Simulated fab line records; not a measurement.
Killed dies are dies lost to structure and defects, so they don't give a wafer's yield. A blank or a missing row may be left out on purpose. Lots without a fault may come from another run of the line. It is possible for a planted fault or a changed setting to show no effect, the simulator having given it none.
Split-lot experiment / flow n5Finfet / 39 wafers read from 7 lots, route of 1938 steps

THE SPLIT ITSELF
At N5_BEOL_M9_DESCUM_16 (chemistry O2, time 7.9 s), the setting timeS was moved away from the recipe's 7.9 s on 9 of the 39 wafers read, by -40.0% to +57.5%. For the rest of the wafers, this setting stayed at what the recipe calls for.

The reading comes from the split's own step.

THE READING
CAR-ArF_of_BEOL_M9_COAT_05.thkNm (the simulator's own value, which no gauge read), in nm, at N5_BEOL_M9_DESCUM_16 (chemistry O2, time 7.9 s). There is no usual value for it anywhere in the file. Across the 30 wafers here that went through the recipe, the average is 83.4 nm and the standard deviation 0.14 nm.

wafer=L081.1; tool, chamber at the split=rieDiel-01, 2; timeS as run, s=7.9; against the recipe=recipe; CAR-ArF_of_BEOL_M9_COAT_05.thkNm, nm=83.2; against lot-mates on the recipe=-
wafer=L081.2; tool, chamber at the split=rieDiel-01, 1,0; timeS as run, s=7.9; against the recipe=recipe; CAR-ArF_of_BEOL_M9_COAT_05.thkNm, nm=83.4; against lot-mates on the recipe=-
wafer=L081.4; tool, chamber at the split=rieDiel-01, 1,0; timeS as run, s=7.9; against the recipe=recipe; CAR-ArF_of_BEOL_M9_COAT_05.thkNm, nm=83.4; against lot-mates on the recipe=-
wafer=L081.3; tool, chamber at the split=rieDiel-01, 3,2; timeS as run, s=12.44; against the recipe=+57.5%; CAR-ArF_of_BEOL_M9_COAT_05.thkNm, nm=80.6; against lot-mates on the recipe=-2.7
wafer=L081.5; tool, chamber at the split=rieDiel-01, 3,2; timeS as run, s=12.44; against the recipe=+57.5%; CAR-ArF_of_BEOL_M9_COAT_05.thkNm, nm=80.6; against lot-mates on the recipe=-2.7
wafer=L081.6; tool, chamber at the split=rieDiel-01, 3; timeS as run, s=12.44; against the recipe=+57.5%; CAR-ArF_of_BEOL_M9_COAT_05.thkNm, nm=80.4; against lot-mates on the recipe=-2.9
wafer=L085.1; tool, chamber at the split=rieDiel-01, 0,3,0; timeS as run, s=7.9; against the recipe=recipe; CAR-ArF_of_BEOL_M9_COAT_05.thkNm, nm=83.2; against lot-mates on the recipe=-
wafer=L085.4; tool, chamber at the split=rieDiel-01, 0,3,0; timeS as run, s=7.9; against the recipe=recipe; CAR-ArF_of_BEOL_M9_COAT_05.thkNm, nm=83.2; against lot-mates on the recipe=-
wafer=L085.6; tool, chamber at the split=rieDiel-01, 0,3,0; timeS as run, s=7.9; against the recipe=recipe; CAR-ArF_of_BEOL_M9_COAT_05.thkNm, nm=83.2; against lot-mates on the recipe=-
wafer=L085.2; tool, chamber at the split=rieDiel-01, 1,2,1; timeS as run, s=7.9; against the recipe=recipe; CAR-ArF_of_BEOL_M9_COAT_05.thkNm, nm=83.4; against lot-mates on the recipe=-
wafer=L085.3; tool, chamber at the split=rieDiel-01, 1,2,1; timeS as run, s=7.9; against the recipe=recipe; CAR-ArF_of_BEOL_M9_COAT_05.thkNm, nm=83.4; against lot-mates on the recipe=-
wafer=L085.5; tool, chamber at the split=rieDiel-01, 1,2,1; timeS as run, s=7.9; against the recipe=recipe; CAR-ArF_of_BEOL_M9_COAT_05.thkNm, nm=83.4; against lot-mates on the recipe=-
wafer=L086.1; tool, chamber at the split=rieDiel-05, 1,0,2; timeS as run, s=7.9; against the recipe=recipe; CAR-ArF_of_BEOL_M9_COAT_05.thkNm, nm=83.6; against lot-mates on the recipe=-
wafer=L086.2; tool, chamber at the split=rieDiel-05, 1,0,2; timeS as run, s=7.9; against the recipe=recipe; CAR-ArF_of_BEOL_M9_COAT_05.thkNm, nm=83.6; against lot-mates on the recipe=-
wafer=L086.3; tool, chamber at the split=rieDiel-05, 1,0,2; timeS as run, s=7.9; against the recipe=recipe; CAR-ArF_of_BEOL_M9_COAT_05.thkNm, nm=83.6; against lot-mates on the recipe=-
wafer=L086.4; tool, chamber at the split=rieDiel-05, 3,3,0; timeS as run, s=7.9; against the recipe=recipe; CAR-ArF_of_BEOL_M9_COAT_05.thkNm, nm=83.4; against lot-mates on the recipe=-
wafer=L086.5; tool, chamber at the split=rieDiel-05, 3,3,0; timeS as run, s=7.9; against the recipe=recipe; CAR-ArF_of_BEOL_M9_COAT_05.thkNm, nm=83.4; against lot-mates on the recipe=-
wafer=L086.6; tool, chamber at the split=rieDiel-05, 3,3,0; timeS as run, s=7.9; against the recipe=recipe; CAR-ArF_of_BEOL_M9_COAT_05.thkNm, nm=83.4; against lot-mates on the recipe=-
wafer=L089.1; tool, chamber at the split=rieDiel-01, 1; timeS as run, s=10.16; against the recipe=+28.6%; CAR-ArF_of_BEOL_M9_COAT_05.thkNm, nm=82.2; against lot-mates on the recipe=-1.1
wafer=L089.5; tool, chamber at the split=rieDiel-01, 1; timeS as run, s=10.16; against the recipe=+28.6%; CAR-ArF_of_BEOL_M9_COAT_05.thkNm, nm=82.2; against lot-mates on the recipe=-1.1
wafer=L089.2; tool, chamber at the split=rieDiel-01, 0; timeS as run, s=7.9; against the recipe=recipe; CAR-ArF_of_BEOL_M9_COAT_05.thkNm, nm=83.2; against lot-mates on the recipe=-
wafer=L089.6; tool, chamber at the split=rieDiel-01, 0; timeS as run, s=7.9; against the recipe=recipe; CAR-ArF_of_BEOL_M9_COAT_05.thkNm, nm=83.2; against lot-mates on the recipe=-
wafer=L089.3; tool, chamber at the split=rieDiel-01, 3; timeS as run, s=7.9; against the recipe=recipe; CAR-ArF_of_BEOL_M9_COAT_05.thkNm, nm=83.4; against lot-mates on the recipe=-
wafer=L089.4; tool, chamber at the split=rieDiel-01, 2; timeS as run, s=10.16; against the recipe=+28.6%; CAR-ArF_of_BEOL_M9_COAT_05.thkNm, nm=81.8; against lot-mates on the recipe=-1.5
wafer=L090.1; tool, chamber at the split=rieDiel-05, 0; timeS as run, s=4.743; against the recipe=-40.0%; CAR-ArF_of_BEOL_M9_COAT_05.thkNm, nm=85.2; against lot-mates on the recipe=+1.7
wafer=L090.2; tool, chamber at the split=rieDiel-05, 2,1; timeS as run, s=7.9; against the recipe=recipe; CAR-ArF_of_BEOL_M9_COAT_05.thkNm, nm=83.6; against lot-mates on the recipe=-
wafer=L090.5; tool, chamber at the split=rieDiel-05, 2,1; timeS as run, s=7.9; against the recipe=recipe; CAR-ArF_of_BEOL_M9_COAT_05.thkNm, nm=83.6; against lot-mates on the recipe=-
wafer=L090.3; tool, chamber at the split=rieDiel-05, 1,2; timeS as run, s=4.743; against the recipe=-40.0%; CAR-ArF_of_BEOL_M9_COAT_05.thkNm, nm=85.4; against lot-mates on the recipe=+1.9
wafer=L090.6; tool, chamber at the split=rieDiel-05, 1,2; timeS as run, s=4.743; against the recipe=-40.0%; CAR-ArF_of_BEOL_M9_COAT_05.thkNm, nm=85.4; against lot-mates on the recipe=+1.9
wafer=L090.4; tool, chamber at the split=rieDiel-05, 3; timeS as run, s=7.9; against the recipe=recipe; CAR-ArF_of_BEOL_M9_COAT_05.thkNm, nm=83.4; against lot-mates on the recipe=-
wafer=L091.1; tool, chamber at the split=rieDiel-05, 3; timeS as run, s=7.9; against the recipe=recipe; CAR-ArF_of_BEOL_M9_COAT_05.thkNm, nm=83.6; against lot-mates on the recipe=-
wafer=L091.2; tool, chamber at the split=rieDiel-05, 1,2; timeS as run, s=7.9; against the recipe=recipe; CAR-ArF_of_BEOL_M9_COAT_05.thkNm, nm=83.4; against lot-mates on the recipe=-
wafer=L091.5; tool, chamber at the split=rieDiel-05, 1,2; timeS as run, s=7.9; against the recipe=recipe; CAR-ArF_of_BEOL_M9_COAT_05.thkNm, nm=83.4; against lot-mates on the recipe=-
wafer=L092.1; tool, chamber at the split=rieDiel-04, 0; timeS as run, s=7.9; against the recipe=recipe; CAR-ArF_of_BEOL_M9_COAT_05.thkNm, nm=83.6; against lot-mates on the recipe=-
wafer=L092.5; tool, chamber at the split=rieDiel-04, 0; timeS as run, s=7.9; against the recipe=recipe; CAR-ArF_of_BEOL_M9_COAT_05.thkNm, nm=83.6; against lot-mates on the recipe=-
wafer=L092.2; tool, chamber at the split=rieDiel-04, 1,3,2,3; timeS as run, s=7.9; against the recipe=recipe; CAR-ArF_of_BEOL_M9_COAT_05.thkNm, nm=83.4; against lot-mates on the recipe=-
wafer=L092.3; tool, chamber at the split=rieDiel-04, 1,3,2,3; timeS as run, s=7.9; against the recipe=recipe; CAR-ArF_of_BEOL_M9_COAT_05.thkNm, nm=83.4; against lot-mates on the recipe=-
wafer=L092.4; tool, chamber at the split=rieDiel-04, 1,3,2,3; timeS as run, s=7.9; against the recipe=recipe; CAR-ArF_of_BEOL_M9_COAT_05.thkNm, nm=83.4; against lot-mates on the recipe=-
wafer=L092.6; tool, chamber at the split=rieDiel-04, 1,3,2,3; timeS as run, s=7.9; against the recipe=recipe; CAR-ArF_of_BEOL_M9_COAT_05.thkNm, nm=83.4; against lot-mates on the recipe=-
When a row names more than one chamber, that row covers several wafers, and the file does not tell which wafer ran in which chamber.

THE FIT
A straight line over all 39 wafers: CAR-ArF_of_BEOL_M9_COAT_05.thkNm changes by -0.0491 nm for each +1% of timeS; r = -0.99; the points scatter about the line by 0.14 nm.
The same after taking each lot's own level away (the mean of its wafers on the recipe; 39 wafers): -0.0467 nm for each +1%; r = -0.99; scatter 0.12 nm.
That fit puts the effect of the largest move of timeS on the reading at 2.7 nm.
The span of the lots' own levels, 83.27 to 83.53 nm, comes to 2.0 times the standard deviation stated above.
Consequently the slope shifts little with the lot-to-lot level, the two slopes agreeing.
Check: with one of the wafers moved furthest among these (+57.5%) left out of the fit, the line predicts -2.68 nm for it against its lot-mates. Against them it came out at -2.73 nm.

ADDITIONAL SPLITS CARRIED BY THESE WAFERS
These wafers also went through other splits before the reading. Each is held against what the fit with the lots' levels taken away leaves over:
other split on the same wafers=N5_BEOL_M8_ILD_DEP_00 targetThkA; wafers away from the commonest value=15; r with CAR-ArF_of_BEOL_M9_COAT_05.thkNm (lot level and that fit taken away)=+0.03

FILE'S OWN FIT
CAR-ArF_of_BEOL_M9_COAT_05.thkNm changes by -0.0467 nm for each +1% of timeS, r = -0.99.
